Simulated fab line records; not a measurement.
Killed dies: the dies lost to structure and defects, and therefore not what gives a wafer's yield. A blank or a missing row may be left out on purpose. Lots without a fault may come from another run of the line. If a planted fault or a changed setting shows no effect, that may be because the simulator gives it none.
Struck lot and sound lot, side by side + flow n5_finfet + 15 steps out of a route of 1938
Sound: these wafers, L880.1, L880.3, L880.5. Wafers struck: L889.1, L889.2, L889.5. Last of all comes the cause.
For every step that has rows: the tool of each side, followed by ch and its chambers, followed by its first start. Under that, the readings that differ: sound wafers + struck wafers + difference of the means + sigmas: that difference in standard deviations of wafers without a fault.
alike: readings whose means differ by less than 2 such deviations, and words and numbers that are the same on both sides. not compared: withheld readings, readings that some wafer has no value for, bounds like >300 that may hide the same value, and numbers for which the record gives no deviation and whose values overlap.
Wherever a step has rows on one side only, a row that says differs or no value, or a row with sigmas, the two part there. Non-overlapping numbers with no deviation appear without sigmas and do not part them. A reading that every wafer of one side lacks parts them only if that side has two wafers or more.

first, 8 steps without rows for these wafers: N5_WELL_APT_HMDS_01 (time 60 s); N5_WELL_APT_COAT_02 (resist thk 950 nm); N5_WELL_APT_EBR_04; N5_WELL_APT_SOFTBAKE_03 (time 60 s); N5_WELL_APT_EXPOSE_05 (exposes mask NWELL, defocus 0 nm, target cd 200 nm); N5_WELL_APT_PEB_06 (peb time 90 s); N5_WELL_APT_DEVELOP_07 (develop time 45 s); N5_WELL_APT_HARDBAKE_12 (time 120 s).
N5_WELL_APT_CD_MEAS_08: the cd target is 200 nm.
  sound on cd_sem-02 ch 0, day 2 13:37; struck on cd_sem-03 ch 0, day 4 19:34
  alike: cd_nm
N5_WELL_APT_OVL_MEAS_09:
  sound on overlay-02 ch 0, day 2 13:39; struck on overlay-01 ch 0, day 4 19:35
  alike: NWELL_OVL
N5_WELL_APT_INSPECT_10: inspects for defects (macro).
  sound on defect_inspect-01 at day 2 13:41; struck on defect_inspect-01 at day 4 19:37
  alike: raw_defect_count
N5_WELL_APT_DESCUM_13: chemistry O2, time 7.9 s.
  sound on rie_diel-04 ch 0,2, day 2 13:49; struck on rie_diel-05 ch 1,3, day 4 19:47
  alike: drypump_motor_current_A, o2_flow_sccm, oes_product_au, rf_vpp_V, showerhead_plenum_p_Torr, throttle_valve_pct
  not compared: rf_hours_counter_h
N5_WELL_APT_IMPLANT_14:
  sound on implanter-02 ch 0, day 2 13:55; struck on implanter-02 ch 0, day 4 19:53
| reading            | sound                            | struck                           | difference  | sigmas      |
|--------------------|----------------------------------|----------------------------------|-------------|-------------|
| dose_ions_cm2      | 1.4991e+13 1.4978e+13 1.4974e+13 | 1.3435e+13 1.3443e+13 1.3415e+13 | -1.5500e+12 | -99 or more |
| faraday_current_uA | 194 188 193                      | 175 167 166                      | -22         | -6          |
following that, these wafers have no rows for 1 step: N5_WELL_APT_IMPLANT_15.
-- record jumps: 11 days separate the struck wafers' starts on either side; left off in module WELL_APT, taken up again in module PASSIVATION, whose first shown step is the route's number 1936 --
N5_PASSIVATION_PROBE_49:
  sound on prober-02 at day 13 05:50; struck on prober-02 at day 15 09:52
  alike: killed_at_M0_to_M3, killed_at_M4_up, killed_at_contacts, killed_at_front_end, killed_at_other, killed_dies, killed_open, killed_short

## WHERE THEY PART
Within this record, at N5_WELL_APT_IMPLANT_14 only. Later steps at which nothing parts them and some readings are alike: N5_PASSIVATION_PROBE_49.

WHY: the cause the simulator had injected
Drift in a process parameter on implanter-02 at N5_WELL_APT_IMPLANT_14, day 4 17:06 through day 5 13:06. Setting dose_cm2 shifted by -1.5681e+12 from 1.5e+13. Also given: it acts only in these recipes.
